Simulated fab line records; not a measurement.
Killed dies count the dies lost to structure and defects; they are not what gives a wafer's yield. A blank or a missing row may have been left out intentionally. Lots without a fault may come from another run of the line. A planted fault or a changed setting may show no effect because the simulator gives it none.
A lot that was struck, set against a sound lot	flow n5 finfet	39 steps out of a route of 1938
Sound: the wafers L977.1, L977.3, L977.6. Struck: wafer L979.6 (left out: L979.2, a lot-mate that was not struck); the cause follows at the end.
Order at every step that has rows: each side's tool, ch and its chambers, its first start. Under that, the readings that differ: sound wafers	struck wafers	difference of the means	sigmas: that difference in standard deviations of wafers without a fault.
alike: words and numbers the same on both sides, and readings whose means are apart by under 2 such deviations; not compared: readings that were withheld, readings missing a value for some wafer, numbers with overlapping values and no deviation given by the record, and bounds like >300 which may hide the same value.
A row with sigmas, a row that says differs or no value, or rows on one side alone: a step with any of these is where the two part. When numbers do not overlap yet have no deviation, they are printed without sigmas and do not part them. Lack of a reading on every wafer of one side parts them only where that side has two or more wafers.

first, 9 steps without rows for these wafers: N5_HKMG_FIN_DESCUM_17 (chemistry O2, time 7.9 s); N5_HKMG_FIN_ETCH_31 (etches SiARC in CF4, target depth 45.5 nm, time 75.8 s); N5_HKMG_FIN_ETCH_32 (etches SOC in N2/H2, target depth 240 nm, time 300 s); N5_HKMG_FIN_STRIP_33 (strips in N2/H2); N5_HKMG_FIN_STRIP_34 (strips in CF4); N5_HKMG_FIN_ETCH_35 (etches SOC in N2/H2, target depth 215.8 nm, time 243.4 s); N5_HKMG_FIN_STRIP_92 (strips SOC in N2/H2, time 20 s); N5_HKMG_FIN_WET_ETCH_18 (etches TiN in SC1, time 55 s, target depth 5.2 nm, rinse time 30 s); N5_HKMG_FIN_STRIP_19 (strips in N2/H2, time 360 s).
N5_HKMG_FIN_ALD_91: deposits TiN, target thk 1 nm, pulse time 1 s, purge time 3 s.
  sound on ald metal-04 ch 2,3, day 5 15:50; struck on ald metal-03 ch 0, day 6 04:25
reading	sound	struck	difference	sigmas
ald cycles	47 47 47	59	+12	
  alike: heater power w, precursor pulse height rel
then, 27 steps without rows for these wafers: N5_HKMG_FIN_COAT_85 (time 60 s, resist thk 300 nm); N5_HKMG_FIN_ETCH_86 (etches SOC in N2/H2, stops on TiN, target depth 393.2 nm); N5_HKMG_FIN_STRIP_89 (strips SOC in N2/H2, time 20 s); N5_HKMG_FIN_WET_ETCH_87 (etches TiN in SC1, time 154.2 s, target depth 4.7 nm, rinse time 30 s); N5_HKMG_FIN_STRIP_88 (strips in N2/H2, time 360 s); N5_HKMG_FIN_NWFM_ALD_20 (deposits TiAlC, target thk 2 nm, pulse time 3 s, purge time 2 s); N5_HKMG_FIN_ALD_71 (deposits TiN, target thk 1 nm, pulse time 1 s, purge time 3 s); N5_HKMG_FIN_COAT_66 (time 60 s, resist thk 300 nm); N5_HKMG_FIN_ETCH_67 (etches SOC in N2/H2, stops on TiN, target depth 388.9 nm); N5_HKMG_FIN_STRIP_90 (strips SOC in N2/H2, time 20 s); N5_HKMG_FIN_WET_ETCH_73 (etches the open film in SC1, time 42.3 s, target depth 1.3 nm, rinse time 30 s); N5_HKMG_FIN_ETCHBACK_68 (etches the open film in Cl2/Ar, stops on HfO2, target depth 0.5 nm); N5_HKMG_FIN_STRIP_69 (strips in N2/H2, time 360 s); N5_HKMG_FIN_ALD_21 (deposits TiN, target thk 1.5 nm, pulse time 1 s, purge time 3 s); N5_HKMG_FIN_ALD_72 (deposits W, target thk 2 nm, pulse time 1 s, purge time 2 s); N5_HKMG_FIN_W_FILL_22 (material W, target thk 60 nm, time 18.2 s); N5_HKMG_FIN_PRECLEAN_83 (cleans in DIW, time 57.5 s); N5_HKMG_FIN_SRD_84 (dry time 32 s); N5_HKMG_FIN_CMP_23 (polishes, stops on SiNx, t overpolish 10 s, target thk 46.326 nm); N5_HKMG_FIN_CMP_94 (polishes, stops on SiNx, t overpolish 4.7 s, target thk 43.299 nm); N5_GATE_CUT_ETCHBACK_00 (etches W in SF6/Cl2); N5_GATE_CUT_ETCH_56 (etches TiN in Cl2/Ar, target depth 21.6 nm); N5_GATE_CUT_ETCHBACK_30 (etches TiN in Cl2/Ar, target depth 3 nm); N5_GATE_CUT_VAPOR_ETCH_60 (etches HfO2 in BCl3/Cl2); N5_GATE_CUT_ETCH_58 (etches SiNx in CH3F/O2, target depth 17 nm, time 128.6 s); N5_GATE_CUT_STRIP_59 (strips in N2/H2, time 20 s); N5_GATE_CUT_PRECLEAN_31 (cleans in DIW, time 300 s).
-- a jump in the record: the struck wafers' starts before and after are 4 days apart (it breaks off in module GATE_CUT and resumes in module BEOL_M4, where the first step shown is number 1111 of the route) --
N5_BEOL_M4_RC_MEAS_101:
  sound on prober-01 ch 0, day 9 13:59; struck on prober-01 ch 0, day 9 21:23
reading	sound	struck	difference	sigmas
IOFF_N (nA/um)	0.18 0.14 0.15	0.06	-0.10	-3
IOFF_N_85C (nA/um)	3.4 2.9 3.0	1.5	-1.6	-3
IOFF_N_LIN (nA/um)	0.079 0.070 0.072	0.028	-0.046	-3
IOFF_N_LONG (nA/um)	5.83e-05 5.85e-05 5.84e-05	3.3e-05	-2.5e-05	-10
IOFF_P (nA/um)	0.24 0.23 0.23	0.33	+0.10	+2
IOFF_P_85C (nA/um)	4.0 3.9 3.8	5.1	+1.2	+2
IOFF_P_LIN (nA/um)	0.111 0.110 0.106	0.154	+0.045	+3
IOFF_P_LONG (nA/um)	0.00011 0.000113 0.000107	0.000142	+0.000032	+3
ION_N (uA/um)	675 678 677	619	-58	-4
VT_N (mV)	247 252 250	276	+26	+7
VT_N_LONG (mV)	272.6 272.2 274.0	300.1	+27.2	+12
VT_N_LVT (mV)	98 100 101	127	+27	+7
VT_P (mV)	-249 -247 -247	-237	+11	+3
VT_P_LONG (mV)	-271.8 -271.9 -271.7	-265.7	+6.1	+2
VT_P_LVT (mV)	-96 -96 -98	-87	+10	+3
  alike: DIBL_N, DIBL_P, ION_P, SS_N, SS_P
-- the record jumps here: 5 days lie between the struck wafers' starts before and after (it left off in module BEOL_M4 and takes up again in module PASSIVATION, whose first step shown is number 1936 of the route) --
N5_PASSIVATION_PROBE_49:
  record: rows for the struck wafers here (prober-01, day 14 10:54), none for the sound ones

## WHERE THEY PART
Last at N5_PASSIVATION_PROBE_49 as far as this record goes, first at N5_BEOL_M4_RC_MEAS_101.

WHY: the cause the simulator had injected
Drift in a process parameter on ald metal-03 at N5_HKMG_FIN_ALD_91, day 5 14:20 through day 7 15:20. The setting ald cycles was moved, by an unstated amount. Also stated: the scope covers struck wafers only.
